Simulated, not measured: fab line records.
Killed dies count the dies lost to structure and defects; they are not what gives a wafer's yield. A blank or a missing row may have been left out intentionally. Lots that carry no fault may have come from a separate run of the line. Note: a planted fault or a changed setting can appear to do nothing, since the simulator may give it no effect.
Comparing a struck lot with a sound one    flow n5Finfet    41 steps out of a route of 1938
Sound: wafers L435.1, L435.5, L435.6. Struck: wafer L442.2. (L442.1, L442.5 of the same lot were not struck and are left out.) The cause comes at the end.
For every step that has rows: the tool of each side, followed by ch and its chambers, followed by its first start. Under that, the readings that differ: sound wafers    struck wafers    difference of the means    sigmas: that difference in standard deviations of wafers without a fault.
alike: a reading whose means differ by less than 2 such deviations, as well as words and numbers matching on both sides. not compared: withheld readings; readings where some wafer has no value; bounds like >300 that might hide an equal value; numbers whose values overlap and for which the record gives no deviation.
The two part at a step that has a row with sigmas, a row that says differs or no value, or rows on one side only. Numbers that have no deviation but don't overlap get no sigmas and don't part them. A reading missing from all wafers of one side parts the sides only when that side holds two or more wafers.

N5_BEOL_M14_CD_MEAS_28: the cd target is 284.4 nm.
  sound on cdSem-02 ch 0, day 12 20:19; struck on cdSem-01 ch 0, day 15 09:49
  alike: cdNm
N5_BEOL_M14_OVL_MEAS_29:
  sound on overlay-02 ch 0, day 12 20:20; struck on overlay-02 ch 0, day 15 09:51
  alike: M14_OVL
N5_BEOL_M14_INSPECT_30: inspects for defects (macro).
  sound on defectInspect-01 at day 12 20:22; struck on defectInspect-01 at day 15 09:52
  alike: rawDefectCount
then, 6 steps without rows for these wafers: N5_BEOL_M14_DESCUM_33 (chemistry O2, time 7.9 s); N5_BEOL_M14_ETCH_67 (etches SiARC in CF4, target depth 143 nm, time 238.3 s); N5_BEOL_M14_ETCH_68 (etches SOC in N2/H2, time 450 s); N5_BEOL_M14_STRIP_69 (strips in N2/H2); N5_BEOL_M14_TRENCH_ETCH_34 (etches SiO2 in C4F8/O2/Ar, target depth 556.65 nm, time 126.9 s); N5_BEOL_M14_STRIP_70 (strips in C4F8/O2/Ar).
N5_BEOL_M14_OCD_MEAS_35:
  sound on ocd-02 at day 12 21:01; struck on ocd-02 at day 15 10:31
  alike: trenchDepthNm
then, 2 steps without rows for these wafers: N5_BEOL_M14_STRIP_37 (strips in O2); N5_BEOL_M14_ETCH_38 (etches SiCN in CF4/N2, target depth 106.5 nm, time 120.6 s).
N5_BEOL_M14_PRECLEAN_39: cleans in residue remover, time 60 s.
  sound on wetBench-02 ch 1,4,5, day 12 23:19; struck on wetBench-02 ch 2,3,6, day 15 15:15
then, 1 step without rows for these wafers: N5_BEOL_M14_SRD_40 (time 30 s, dry time 30 s).
N5_BEOL_M14_DEGAS_41: time 60 s.
  sound on pvdSputter-02 at day 12 23:31; struck on pvdSputter-03 at day 15 15:50
reading           sound        struck  difference  sigmas
heaterPowerW (W)  440 441 479  515     +62         +2
N5_BEOL_M14_PRE_CLEAN_42: time 30 s.
  sound on pvdSputter-02 at day 12 23:34; struck on pvdSputter-03 at day 15 15:52
reading           sound        struck  difference  sigmas
heaterPowerW (W)  431 425 485  507     +60         +2
N5_BEOL_M14_SPUTTER_43: material TaN, target thk 15 nm, time 24.19 s.
  sound on pvdSputter-02 at day 12 23:36; struck on pvdSputter-03 at day 15 15:55
  alike: cathodeDcPowerW, throttleValvePct
then, 1 step without rows for these wafers: N5_BEOL_M14_SPUTTER_44 (material Ta, target thk 15 nm, time 24.19 s).
N5_BEOL_M14_SPUTTER_45: material Cu, target thk 100 nm, time 16.67 s.
  sound on pvdSputter-02 at day 12 23:46; struck on pvdSputter-03 at day 15 16:04
  alike: cathodeDcPowerW, throttleValvePct
then, 3 steps without rows for these wafers: N5_BEOL_M14_ECD_47 (material Cu, target thk 1248 nm); N5_BEOL_M14_ANNEAL_48 (time 90 s); N5_BEOL_M14_CMP_49 (polishes, stops on SiO2, t overpolish 5.2 s, target thk 560 nm).
N5_BEOL_M14_THK_MEAS_50: measures by xrf.
  sound on filmMetro-02 at day 13 00:55; struck on filmMetro-02 at day 15 16:58
  alike: M14_THK
then, 2 steps without rows for these wafers: N5_BEOL_M14_PRE_CLEAN_52 (time 15 s); N5_BEOL_M14_DEP_53 (deposits SiCN from 3MS/NH3, target thk 50 nm, time 17.8 s).
N5_BEOL_M14_RS_MEAS_54: a four-point-probe measurement.
  sound on filmMetro-01 at day 13 01:03; struck on filmMetro-01 at day 15 17:06
  alike: M14_RS
then, 1 step without rows for these wafers: N5_BEOL_M15_ILD_DEP_00 (deposits SiO2 from TEOS/O2, target thk 1629.3 nm, time 346.1 s).
N5_BEOL_M15_THK_MEAS_01:
  sound on filmMetro-01 at day 13 01:22; struck on filmMetro-02 at day 15 17:25
  alike: M15_ILD_THK
then, 8 steps without rows for these wafers: N5_BEOL_M15_COAT_58 (time 60 s, resist thk 89 nm); N5_BEOL_M15_COAT_04 (resist thk 800 nm); N5_BEOL_M15_EBR_06; N5_BEOL_M15_SOFTBAKE_05 (time 60 s); N5_BEOL_M15_EXPOSE_07 (exposes mask V14); N5_BEOL_M15_PEB_08 (peb time 90 s); N5_BEOL_M15_DEVELOP_09 (develop time 45 s); N5_BEOL_M15_HARDBAKE_14 (time 120 s).
N5_BEOL_M15_CD_MEAS_10: the cd target is 360 nm.
  sound on cdSem-03 ch 0, day 13 01:40; struck on cdSem-02 ch 0, day 15 17:43
  alike: cdNm
N5_BEOL_M15_OVL_MEAS_11:
  sound on overlay-01 ch 0, day 13 01:42; struck on overlay-02 ch 0, day 15 17:45
  alike: V14_OVL
N5_BEOL_M15_DESCUM_15: chemistry O2, time 7.9 s.
  sound on rieDiel-01 ch 2,3, day 13 01:46; struck on rieDiel-02 ch 2, day 15 17:49
reading                       sound              struck  difference  sigmas
rfVppV (V)                    245.8 244.7 246.0  241.4   -4.1        -3
showerheadPlenumPTorr (Torr)  2.22 2.10 2.22     2.05    -0.13       -2
  alike: drypumpMotorCurrentA, o2FlowSccm, oesProductAu, throttleValvePct
  not compared: rfHoursCounterH
then, 1 step without rows for these wafers: N5_BEOL_M15_ETCH_59 (etches BARC in N2/H2, target depth 89 nm, overetch 26.7 nm, time 67.9 s).
N5_PASSIVATION_PROBE_49:
  sound on prober-02 at day 13 21:02; struck on prober-02 at day 16 12:35
reading                  sound           struck  difference  sigmas
defectLimitedYield (%)   87.3 90.8 90.8  83.7    -5.9        -4
killed_at_M4_up          23 25 19        110     +88         +16
killedDies               150 109 108     192     +70         +4
killedOnRim              22 12 16        26      +9          +3
sort_bin_5_function (%)  6.7 5.0 4.7     10.5    +5.0        +5
sortNPass                1030 1071 1072  988     -70         -4
sortYieldPct (%)         87.3 90.8 90.8  83.7    -5.9        -4
  alike: killed_at_M0_to_M3, killedAtContacts, killedAtFrontEnd, killedAtOther, killedOpen, killedShort, sort_bin_6_memory, sort_bin_8_speed

== WHERE THEY PART ==
At N5_BEOL_M14_DEGAS_41 first; at N5_PASSIVATION_PROBE_49 last (within this record only).

WHY: what had been put in by the simulator
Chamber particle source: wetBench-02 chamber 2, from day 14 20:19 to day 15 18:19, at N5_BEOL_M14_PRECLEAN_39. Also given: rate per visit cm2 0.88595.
